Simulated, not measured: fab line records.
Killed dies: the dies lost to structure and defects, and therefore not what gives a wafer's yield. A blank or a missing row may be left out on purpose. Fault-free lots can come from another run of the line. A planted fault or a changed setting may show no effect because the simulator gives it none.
Matching of chambers || flow n5-finfet || pecvd-01 running N5_BEOL_M4_DEP_57: 3 sister chambers
The step deposits SiCN from 3MS/NH3, target thk 8 nm, time 14 s. 3 wafers are shown with their chamber, then 12 later ones without.

WAFERS, EACH WITH ITS CHAMBER
{"wafer": "L088.2", "chamber": 0, "showerhead-plenum-p-Torr (Torr)": 3.662}
{"wafer": "L088.4", "chamber": 2, "showerhead-plenum-p-Torr (Torr)": 3.651}
{"wafer": "L088.5", "chamber": 1, "showerhead-plenum-p-Torr (Torr)": 3.636}

WAFERS WHOSE CHAMBER IS MISSING
{"wafer": "L090.1", "showerhead-plenum-p-Torr (Torr)": 3.642}
{"wafer": "L090.4", "showerhead-plenum-p-Torr (Torr)": 3.634}
{"wafer": "L090.5", "showerhead-plenum-p-Torr (Torr)": 3.653}
{"wafer": "L092.1", "showerhead-plenum-p-Torr (Torr)": 3.659}
{"wafer": "L092.2", "showerhead-plenum-p-Torr (Torr)": 3.657}
{"wafer": "L092.5", "showerhead-plenum-p-Torr (Torr)": 3.662}
{"wafer": "L096.1", "showerhead-plenum-p-Torr (Torr)": 3.655}
{"wafer": "L096.2", "showerhead-plenum-p-Torr (Torr)": 3.640}
{"wafer": "L096.3", "showerhead-plenum-p-Torr (Torr)": 3.654}
{"wafer": "L094.1", "showerhead-plenum-p-Torr (Torr)": 3.656}
{"wafer": "L094.4", "showerhead-plenum-p-Torr (Torr)": 3.651}
{"wafer": "L094.5", "showerhead-plenum-p-Torr (Torr)": 3.635}

WHICH CHAMBER EACH WENT THROUGH
{"wafer": "L090.1", "from the rows above": "can't be placed: 1 or 2", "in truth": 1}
{"wafer": "L090.4", "from the rows above": 1, "in truth": 1}
{"wafer": "L090.5", "from the rows above": 2, "in truth": 2}
{"wafer": "L092.1", "from the rows above": "can't be placed: 0 or 2", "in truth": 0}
{"wafer": "L092.2", "from the rows above": "can't be placed: 0 or 2", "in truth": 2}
{"wafer": "L092.5", "from the rows above": 0, "in truth": 0}
{"wafer": "L096.1", "from the rows above": "can't be placed: 2 or 0", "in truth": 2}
{"wafer": "L096.2", "from the rows above": 1, "in truth": 1}
{"wafer": "L096.3", "from the rows above": "can't be placed: 2 or 0", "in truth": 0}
{"wafer": "L094.1", "from the rows above": "can't be placed: 2 or 0", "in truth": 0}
{"wafer": "L094.4", "from the rows above": 2, "in truth": 2}
{"wafer": "L094.5", "from the rows above": 1, "in truth": 1}
6 of 12 placed correctly. Cannot be placed on the basis of these rows: 6; the candidates contain the true chamber in 6. 0 placed wrongly.
How it was worked out, from the rows above alone: a wafer's distance from a chamber is the root of the sum, over the readings, of the square of ((its reading less the chamber's mean) divided by the reading's scatter). The wafer belongs to the nearest chamber; if the next one is less than 2 further off, it can't be placed. Each chamber's mean is taken over the wafers shown for it. The scatter (one wafer shown for each chamber): square how far every hidden wafer sits from the nearest shown wafer, average those squares and take the square root.
